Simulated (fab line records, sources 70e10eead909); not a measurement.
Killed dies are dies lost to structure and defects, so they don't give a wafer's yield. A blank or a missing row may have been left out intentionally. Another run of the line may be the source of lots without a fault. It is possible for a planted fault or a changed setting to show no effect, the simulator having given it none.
Matching of chambers	flow nand_harc	NHARC_P_M0_DEP_32 on pecvd-04: 3 sister chambers
The step deposits SiCN, target thk 30 nm. 6 wafers are shown with their chamber, then 8 later ones without.

## WAFERS PAIRED WITH THEIR CHAMBERS
wafer	chamber	heater_power_w (W)	heater_power_outer_w (W)
L081.1	1	553	302
L081.4	2	487	295
L085.1	1	636	356
L085.3	2	557	354
L085.6	0	532	287
L088.1	0	602	333

## WAFERS MISSING THEIR CHAMBER
wafer	heater_power_w (W)	heater_power_outer_w (W)
L088.3	521	285
L088.6	619	347
L090.1	633	354
L090.3	560	326
L090.6	650	361
L094.1	553	356
L094.3	600	349
L094.5	553	358

## EACH ONE'S CHAMBER
wafer	from the rows above	in truth
L088.3	can't be placed: 2 or 0 or 1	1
L088.6	can't be placed: 1 or 0 or 2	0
L090.1	can't be placed: 1 or 0 or 2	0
L090.3	can't be placed: 0 or 1 or 2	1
L090.6	can't be placed: 1 or 0 or 2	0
L094.1	can't be placed: 2 or 1 or 0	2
L094.3	can't be placed: 1 or 0 or 2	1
L094.5	can't be placed: 2 or 1 or 0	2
Correct placement for 0 of the 8. Unplaceable from these rows: 8, with the true chamber sitting among the candidates in 8. 0 placed wrongly.
How it was worked out, from the rows above alone: a wafer's distance from a chamber is the root of the sum, over the readings, of the square of ((its reading less the chamber's mean) divided by the reading's scatter). If the next closest chamber is less than 2 further off than the closest, the wafer can't be placed; otherwise it belongs to the closest. For every chamber, the mean is computed from those of its wafers that are shown. The scatter: take each reading less its chamber's mean, square it, sum over the shown wafers, divide by the number of wafers less the number of chambers, and take the root.
